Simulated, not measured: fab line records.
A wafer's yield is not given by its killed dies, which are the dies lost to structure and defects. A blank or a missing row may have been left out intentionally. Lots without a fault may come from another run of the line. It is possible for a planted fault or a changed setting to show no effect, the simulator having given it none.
fab line records / flow n5_finfet
record: lots: 4 wafers: 12 last_day: 16
route steps=1938 shown BEOL_M7@1279
lots untouched by any fault: they come from a run of this same line in which no faults occurred
start_h: start of the lot's first displayed wafer, in hours after the record's first day / wait_h: hours elapsed since this lot's preceding step / " unchanged from the row above / L1.1+2: a row that stands for several wafers / - no value present, or no start provided / * or withheld: withheld / < > ~ a bound
route shown NAME@n: a module of which the file shows steps, and the number in the route of the first / usual: mean and standard deviation over wafers with no fault / same: alike in all rows / chamber/n: place in a boat / sites: each site's reading / _std_site: the values' standard deviation / _edge_site: the outer-site mean with the inner-site mean subtracted / radius_mm: for every site, how far away it sits from the centre of the wafer / mask NAME#n: copy n / behind: the most recent tool/chamber to have shaped the wafer / hold: why the lot went on hold/how many hours it stayed there/how the hold came to an end / device: whichever transistor did not switch (one of n, p or np) / end of line: the same wafers' tests at the end of the route / a step with no rows: only its recipe / killed: dies lost to structure and defects at the first sort, not the wafer's yield / map: a wafer's dies, x killed, . not, _ none there
set.NAME: the run value of the setting; set.NAME@STEP: its run value at that earlier step / model.NAME: the simulator's own value behind a step, which no gauge read
certain route steps with their lots: each step a table, each wafer a row
services: the hour from which a tool's chamber was out of use, counted from the record's first day as start_h (under 0 if before that day), plus the number of hours and why
== steps ==
step: N5_BEOL_M7_DESCUM_16
recipe: chemistry: O2 time_s: 7.9 source_power_w: 50 bias_power_w: 20 pressure_mtorr: 20 rf_frequency_hz: 2.712e+07 temp_c: 40 resist: CAR-ArF o2_flow_sccm: 225
step: N5_BEOL_M7_ETCH_61
recipe: chemistry: CF4 target: SiARC target_depth_a: 455 mask_material: CAR-ArF time_s: 75.8 ion_energy_ev: 80 pressure_mtorr: 40 source_w: 545 bias_w: 36 Ar_flow_sccm: 100 cf4_flow_sccm: 100 ends: cleared
step: N5_BEOL_M7_ETCH_62
recipe: chemistry: N2/H2 target: SOC target_depth_a: 1100 overetch_a: 220 mask_material: SiARC temp_c: 40 time_s: 165 ion_energy_ev: 200 pressure_mtorr: 30 source_w: 840 bias_w: 150 n2_flow_sccm: 200 h2_flow_sccm: 200
step: N5_BEOL_M7_STRIP_68
recipe: chemistry: N2/H2 temp_c: 40 n2_flow_sccm: 200 h2_flow_sccm: 200 rf_frequency_hz: 6e+07
step: N5_BEOL_M7_STRIP_67
recipe: chemistry: CF4 resist: SiARC power_w: 300 bias_power_w: 75 pressure_mtorr: 50 cf4_flow_sccm: 150 rf_frequency_hz: 6e+07
step: N5_BEOL_M7_HM_OPEN_17
recipe: chemistry: Cl2/BCl3 target_depth_a: 200 overetch_a: 60 target: TiN mask_material: SOC ion_energy_ev: 150 pressure_mtorr: 10 icp_w: 1000 bias_w: 126 Cl2_flow_sccm: 53.25 bcl3_flow_sccm: 21.75 Ar_flow_sccm: 25
step: N5_BEOL_M7_STRIP_19
recipe: chemistry: O2 power_w: 400 temp_c: 40 pressure_mtorr: 30 rf_frequency_hz: 6e+07 bias_power_w: 0 overash_fraction: 0.2 o2_flow_sccm: 225
step: N5_BEOL_M7_COAT_63
recipe: resist: SOC temp_c: 250 time_s: 60 spin_rpm: 1500 resist_thk_nm: 60
step: N5_BEOL_M7_COAT_64
recipe: resist: SiARC temp_c: 220 time_s: 60 spin_rpm: 1500 resist_thk_nm: 12
usual: dispense_pressure_kPa: 51/3.5 plate_temp_C: 219.97/0.18 spin_speed_rpm: 1500.2/1
lot.wafer=L634.4 tool=litho_track-03 chamber=0 start_h=196.20 wait_h=- dispense_pressure_kPa=47 plate_temp_C=220.02 spin_speed_rpm=1499.9 model.SiARC_of_BEOL_M7_COAT_64.thk_nm=12
lot.wafer=L634.5 tool=litho_track-03 chamber=0 start_h=196.20 wait_h=- dispense_pressure_kPa=47 plate_temp_C=220.10 spin_speed_rpm=1499.7 model.SiARC_of_BEOL_M7_COAT_64.thk_nm=12
lot.wafer=L634.6 tool=litho_track-03 chamber=0 start_h=196.20 wait_h=- dispense_pressure_kPa=47 plate_temp_C=219.95 spin_speed_rpm=1501.0 model.SiARC_of_BEOL_M7_COAT_64.thk_nm=12
lot.wafer=L646.2 tool=litho_track-03 chamber=0 start_h=273.86 wait_h=- dispense_pressure_kPa=46 plate_temp_C=220.05 spin_speed_rpm=1420.0 model.SiARC_of_BEOL_M7_COAT_64.thk_nm=12.4
lot.wafer=L646.3 tool=litho_track-03 chamber=0 start_h=273.86 wait_h=- dispense_pressure_kPa=46 plate_temp_C=220.00 spin_speed_rpm=1419.8 model.SiARC_of_BEOL_M7_COAT_64.thk_nm=12.4
lot.wafer=L646.4 tool=litho_track-03 chamber=0 start_h=273.86 wait_h=- dispense_pressure_kPa=46 plate_temp_C=220.11 spin_speed_rpm=1421.0 model.SiARC_of_BEOL_M7_COAT_64.thk_nm=12.4
lot.wafer=L645.3 tool=litho_track-03 chamber=0 start_h=273.96 wait_h=- dispense_pressure_kPa=46 plate_temp_C=219.88 spin_speed_rpm=1422.2 model.SiARC_of_BEOL_M7_COAT_64.thk_nm=12.4
lot.wafer=L645.5 tool=litho_track-03 chamber=0 start_h=273.96 wait_h=- dispense_pressure_kPa=46 plate_temp_C=219.51 spin_speed_rpm=1420.8 model.SiARC_of_BEOL_M7_COAT_64.thk_nm=12.4
lot.wafer=L645.6 tool=litho_track-03 chamber=0 start_h=273.96 wait_h=- dispense_pressure_kPa=46 plate_temp_C=219.72 spin_speed_rpm=1421.3 model.SiARC_of_BEOL_M7_COAT_64.thk_nm=12.4
lot.wafer=L649.1 tool=litho_track-04 chamber=0 start_h=301.86 wait_h=- dispense_pressure_kPa=55 plate_temp_C=219.97 spin_speed_rpm=1499.6 model.SiARC_of_BEOL_M7_COAT_64.thk_nm=12
lot.wafer=L649.2 tool=litho_track-04 chamber=0 start_h=301.86 wait_h=- dispense_pressure_kPa=55 plate_temp_C=219.91 spin_speed_rpm=1500.6 model.SiARC_of_BEOL_M7_COAT_64.thk_nm=12
lot.wafer=L649.4 tool=litho_track-04 chamber=0 start_h=301.86 wait_h=- dispense_pressure_kPa=55 plate_temp_C=220.08 spin_speed_rpm=1499.6 model.SiARC_of_BEOL_M7_COAT_64.thk_nm=12
step: N5_BEOL_M7_COAT_71
recipe: resist: underlayer temp_c: 205 time_s: 60 spin_rpm: 1500 resist_thk_nm: 5
step: N5_BEOL_M7_COAT_22
recipe: resist: CAR-EUV spin_rpm: 1500 resist_thk_nm: 30
step: N5_BEOL_M7_EBR_24
recipe: solvent: PGMEA ebr_width_mm: 1.5
step: N5_BEOL_M7_SOFTBAKE_23
recipe: temp_c: 110 time_s: 60 resist: CAR-EUV
step: N5_BEOL_M7_EXPOSE_25
recipe: mask_id: V6 na: 0.33 source_shape: annular sigma_inner: 0.4 sigma_outer: 0.8 polarization: unpolarized target_cd_nm: 40 dose_mj: 42.5
step: N5_BEOL_M7_PEB_26
recipe: peb_temp_c: 100 peb_time_s: 60 resist: CAR-EUV
step: N5_BEOL_M7_DEVELOP_27
recipe: develop_time_s: 30 developer: TMAH resist: CAR-EUV rinse_liquid: surfactant_rinse dry: air_spin dev_temp_c: 23
step: N5_BEOL_M7_DESCUM_33
recipe: chemistry: O2 time_s: 7 source_power_w: 50 bias_power_w: 20 pressure_mtorr: 20 rf_frequency_hz: 2.712e+07 temp_c: 40 resist: CAR-EUV o2_flow_sccm: 225
step: N5_BEOL_M7_ETCH_72
recipe: chemistry: N2/H2 target: underlayer target_depth_a: 65 mask_material: CAR-EUV time_s: 5.2 ion_energy_ev: 200 pressure_mtorr: 30 source_w: 840 bias_w: 150 n2_flow_sccm: 200 h2_flow_sccm: 200 ends: cleared
step: N5_BEOL_M7_ETCH_65
recipe: chemistry: CF4 target: SiARC target_depth_a: 156 mask_material: CAR-EUV time_s: 26 ion_energy_ev: 80 pressure_mtorr: 40 source_w: 545 bias_w: 36 Ar_flow_sccm: 100 cf4_flow_sccm: 100 ends: cleared
usual: bias_w: 35.99/0.09 drypump_motor_current_A: 5.53/0.26 etch_rf_on_time_s: 25.9/0.53 oes_product_au: 0.68/0.073 rf_vpp_V: 184.2/1.1 showerhead_plenum_p_Torr: 2.15/0.068 throttle_valve_pct: 15.55/0.28
lot.wafer=L634.4 tool=rie_diel-06 chamber=0 start_h=196.64 wait_h=0.0 bias_w=35.93 drypump_motor_current_A=5.77 etch_rf_on_time_s=26.3 oes_product_au=0.59 rf_hours_counter_h=233 rf_vpp_V=183.2 showerhead_plenum_p_Torr=2.14 throttle_valve_pct=15.94 model.etch.depth_nm=12.04
lot.wafer=L634.5 tool=rie_diel-06 chamber=0 start_h=196.64 wait_h=0.0 bias_w=35.99 drypump_motor_current_A=5.80 etch_rf_on_time_s=26.1 oes_product_au=0.59 rf_hours_counter_h=- rf_vpp_V=183.6 showerhead_plenum_p_Torr=2.14 throttle_valve_pct=15.92 model.etch.depth_nm=12.03
lot.wafer=L634.6 tool=rie_diel-06 chamber=3 start_h=196.64 wait_h=0.0 bias_w=36.01 drypump_motor_current_A=5.89 etch_rf_on_time_s=25.6 oes_product_au=0.74 rf_hours_counter_h=- rf_vpp_V=184.5 showerhead_plenum_p_Torr=2.26 throttle_valve_pct=15.24 model.etch.depth_nm=12.02
lot.wafer=L646.2 tool=rie_diel-06 chamber=3 start_h=274.50 wait_h=0.0 bias_w=35.88 drypump_motor_current_A=5.90 etch_rf_on_time_s=26.7 oes_product_au=0.71 rf_hours_counter_h=95 rf_vpp_V=185.2 showerhead_plenum_p_Torr=2.25 throttle_valve_pct=15.27 model.etch.depth_nm=12.36
lot.wafer=L646.3 tool=rie_diel-06 chamber=2 start_h=274.50 wait_h=0.0 bias_w=35.96 drypump_motor_current_A=5.46 etch_rf_on_time_s=26.2 oes_product_au=0.61 rf_hours_counter_h=- rf_vpp_V=186.0 showerhead_plenum_p_Torr=2.21 throttle_valve_pct=15.53 model.etch.depth_nm=12.35
lot.wafer=L646.4 tool=rie_diel-06 chamber=3 start_h=274.50 wait_h=0.0 bias_w=35.87 drypump_motor_current_A=5.90 etch_rf_on_time_s=26.7 oes_product_au=0.70 rf_hours_counter_h=- rf_vpp_V=186.1 showerhead_plenum_p_Torr=2.25 throttle_valve_pct=15.28 model.etch.depth_nm=12.37
lot.wafer=L645.3 tool=rie_diel-06 chamber=2 start_h=275.27 wait_h=0.0 bias_w=35.95 drypump_motor_current_A=5.41 etch_rf_on_time_s=26.3 oes_product_au=0.61 rf_hours_counter_h=- rf_vpp_V=185.5 showerhead_plenum_p_Torr=2.21 throttle_valve_pct=15.53 model.etch.depth_nm=12.4
lot.wafer=L645.5 tool=rie_diel-06 chamber=2 start_h=275.27 wait_h=0.0 bias_w=35.86 drypump_motor_current_A=5.41 etch_rf_on_time_s=26.0 oes_product_au=0.61 rf_hours_counter_h=- rf_vpp_V=184.2 showerhead_plenum_p_Torr=2.21 throttle_valve_pct=15.53 model.etch.depth_nm=12.36
lot.wafer=L645.6 tool=rie_diel-06 chamber=3 start_h=275.27 wait_h=0.0 bias_w=36.05 drypump_motor_current_A=5.89 etch_rf_on_time_s=26.7 oes_product_au=0.70 rf_hours_counter_h=- rf_vpp_V=184.6 showerhead_plenum_p_Torr=2.25 throttle_valve_pct=15.29 model.etch.depth_nm=12.34
lot.wafer=L649.1 tool=rie_diel-06 chamber=0 start_h=302.43 wait_h=0.0 bias_w=36.14 drypump_motor_current_A=5.79 etch_rf_on_time_s=25.8 oes_product_au=0.82 rf_hours_counter_h=6 rf_vpp_V=182.3 showerhead_plenum_p_Torr=2.13 throttle_valve_pct=15.50 model.etch.depth_nm=12
lot.wafer=L649.2 tool=rie_diel-06 chamber=1 start_h=302.43 wait_h=0.0 bias_w=35.87 drypump_motor_current_A=5.28 etch_rf_on_time_s=26.1 oes_product_au=0.57 rf_hours_counter_h=239 rf_vpp_V=183.4 showerhead_plenum_p_Torr=2.11 throttle_valve_pct=15.79 model.etch.depth_nm=12.02
lot.wafer=L649.4 tool=rie_diel-06 chamber=3 start_h=302.43 wait_h=0.0 bias_w=35.99 drypump_motor_current_A=5.89 etch_rf_on_time_s=26.2 oes_product_au=0.69 rf_hours_counter_h=105 rf_vpp_V=184.5 showerhead_plenum_p_Torr=2.25 throttle_valve_pct=15.31 model.etch.depth_nm=12.03
step: N5_BEOL_M7_ETCH_66
recipe: chemistry: N2/H2 target: SOC target_depth_a: 800 overetch_a: 160 mask_material: SiARC temp_c: 40 time_s: 120 ion_energy_ev: 200 pressure_mtorr: 30 source_w: 840 bias_w: 150 n2_flow_sccm: 200 h2_flow_sccm: 200
usual: bias_w: 150.1/0.43 drypump_motor_current_A: 5.54/0.26 oes_product_au: 0.61/0.064 rf_vpp_V: 524.3/2.4 showerhead_plenum_p_Torr: 2.56/0.082 throttle_valve_pct: 17.73/0.26
lot.wafer=L634.4 tool=rie_diel-06 chamber=0 start_h=196.67 wait_h=0.0 bias_w=150.0 drypump_motor_current_A=5.79 oes_product_au=0.54 rf_hours_counter_h=233 rf_vpp_V=522.8 showerhead_plenum_p_Torr=2.52 throttle_valve_pct=18.05 model.SiARC_of_BEOL_M7_COAT_64.thk_nm=6.6
lot.wafer=L634.5 tool=rie_diel-06 chamber=0 start_h=196.67 wait_h=0.0 bias_w=150.3 drypump_motor_current_A=5.80 oes_product_au=0.54 rf_hours_counter_h=- rf_vpp_V=524.9 showerhead_plenum_p_Torr=2.52 throttle_valve_pct=18.03 model.SiARC_of_BEOL_M7_COAT_64.thk_nm=6.6
lot.wafer=L634.6 tool=rie_diel-06 chamber=3 start_h=196.67 wait_h=0.0 bias_w=150.7 drypump_motor_current_A=5.89 oes_product_au=0.66 rf_hours_counter_h=- rf_vpp_V=526.8 showerhead_plenum_p_Torr=2.68 throttle_valve_pct=17.34 model.SiARC_of_BEOL_M7_COAT_64.thk_nm=6.2
lot.wafer=L646.2 tool=rie_diel-06 chamber=3 start_h=274.54 wait_h=0.0 bias_w=150.0 drypump_motor_current_A=5.88 oes_product_au=0.64 rf_hours_counter_h=95 rf_vpp_V=528.0 showerhead_plenum_p_Torr=2.67 throttle_valve_pct=17.37 model.SiARC_of_BEOL_M7_COAT_64.thk_nm=6.8
lot.wafer=L646.3 tool=rie_diel-06 chamber=2 start_h=274.54 wait_h=0.0 bias_w=151.0 drypump_motor_current_A=5.42 oes_product_au=0.54 rf_hours_counter_h=- rf_vpp_V=526.9 showerhead_plenum_p_Torr=2.64 throttle_valve_pct=17.87 model.SiARC_of_BEOL_M7_COAT_64.thk_nm=7
lot.wafer=L646.4 tool=rie_diel-06 chamber=3 start_h=274.54 wait_h=0.0 bias_w=150.0 drypump_motor_current_A=5.88 oes_product_au=0.63 rf_hours_counter_h=- rf_vpp_V=527.0 showerhead_plenum_p_Torr=2.67 throttle_valve_pct=17.39 model.SiARC_of_BEOL_M7_COAT_64.thk_nm=6.8
lot.wafer=L645.3 tool=rie_diel-06 chamber=2 start_h=275.33 wait_h=0.1 bias_w=150.0 drypump_motor_current_A=5.44 oes_product_au=0.54 rf_hours_counter_h=- rf_vpp_V=525.7 showerhead_plenum_p_Torr=2.64 throttle_valve_pct=17.86 model.SiARC_of_BEOL_M7_COAT_64.thk_nm=7
lot.wafer=L645.5 tool=rie_diel-06 chamber=2 start_h=275.33 wait_h=0.1 bias_w=150.1 drypump_motor_current_A=5.44 oes_product_au=0.54 rf_hours_counter_h=- rf_vpp_V=525.2 showerhead_plenum_p_Torr=2.64 throttle_valve_pct=17.85 model.SiARC_of_BEOL_M7_COAT_64.thk_nm=6.8
lot.wafer=L645.6 tool=rie_diel-06 chamber=3 start_h=275.33 wait_h=0.1 bias_w=149.5 drypump_motor_current_A=5.89 oes_product_au=0.63 rf_hours_counter_h=- rf_vpp_V=528.7 showerhead_plenum_p_Torr=2.67 throttle_valve_pct=17.39 model.SiARC_of_BEOL_M7_COAT_64.thk_nm=6.6
lot.wafer=L649.1 tool=rie_diel-06 chamber=0 start_h=302.45 wait_h=0.0 bias_w=149.3 drypump_motor_current_A=5.81 oes_product_au=0.73 rf_hours_counter_h=6 rf_vpp_V=522.2 showerhead_plenum_p_Torr=2.51 throttle_valve_pct=17.67 model.SiARC_of_BEOL_M7_COAT_64.thk_nm=6.4
lot.wafer=L649.2 tool=rie_diel-06 chamber=1 start_h=302.45 wait_h=0.0 bias_w=150.1 drypump_motor_current_A=5.30 oes_product_au=0.52 rf_hours_counter_h=239 rf_vpp_V=522.7 showerhead_plenum_p_Torr=2.50 throttle_valve_pct=17.99 model.SiARC_of_BEOL_M7_COAT_64.thk_nm=6.4
lot.wafer=L649.4 tool=rie_diel-06 chamber=3 start_h=302.45 wait_h=0.0 bias_w=149.5 drypump_motor_current_A=5.92 oes_product_au=0.63 rf_hours_counter_h=105 rf_vpp_V=527.1 showerhead_plenum_p_Torr=2.66 throttle_valve_pct=17.41 model.SiARC_of_BEOL_M7_COAT_64.thk_nm=6.4
step: N5_BEOL_M7_STRIP_69
recipe: chemistry: N2/H2 temp_c: 40 n2_flow_sccm: 200 h2_flow_sccm: 200 rf_frequency_hz: 6e+07
== services ==
tool=rie_diel-06 chamber=0 start_h=260.74 hours=- kind=clean
tool=rie_diel-06 chamber=0 start_h=260.74 hours=- kind=consumable_replace:focus_ring
tool=rie_diel-06 chamber=0 start_h=260.74 hours=22.9 kind=scheduled_down
tool=rie_diel-06 chamber=0 start_h=260.74 hours=22.9 kind=vent_cycle
== key ==
first_sign: step: N5_BEOL_M7_COAT_64 reading: spin_speed_rpm direction: down sigmas: 78 usual: * struck: *
effect none on later readings
model_effect: step: N5_BEOL_M7_COAT_64 value: SiARC_of_BEOL_M7_COAT_64.thk_nm without: 12 struck: 12.4
model_effect: step: N5_BEOL_M7_ETCH_65 value: etch.depth_nm without: 12.03 struck: 12.36
model_effect: step: N5_BEOL_M7_ETCH_66 value: SiARC_of_BEOL_M7_COAT_64.thk_nm without: 6.5 struck: 6.833
met_at N5_BEOL_M7_COAT_64
struck_wafers L645.3,L645.5,L645.6,L646.2,L646.3,L646.4
onset_between 196.20 273.86
fault: kind: process_parameter_drift tool: litho_track-03 chamber: - onset_h: 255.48 steps: N5_BEOL_M7_COAT_64 channel: spin_rpm offset: * shape: step end_h: 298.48 acts_in: * stated: *
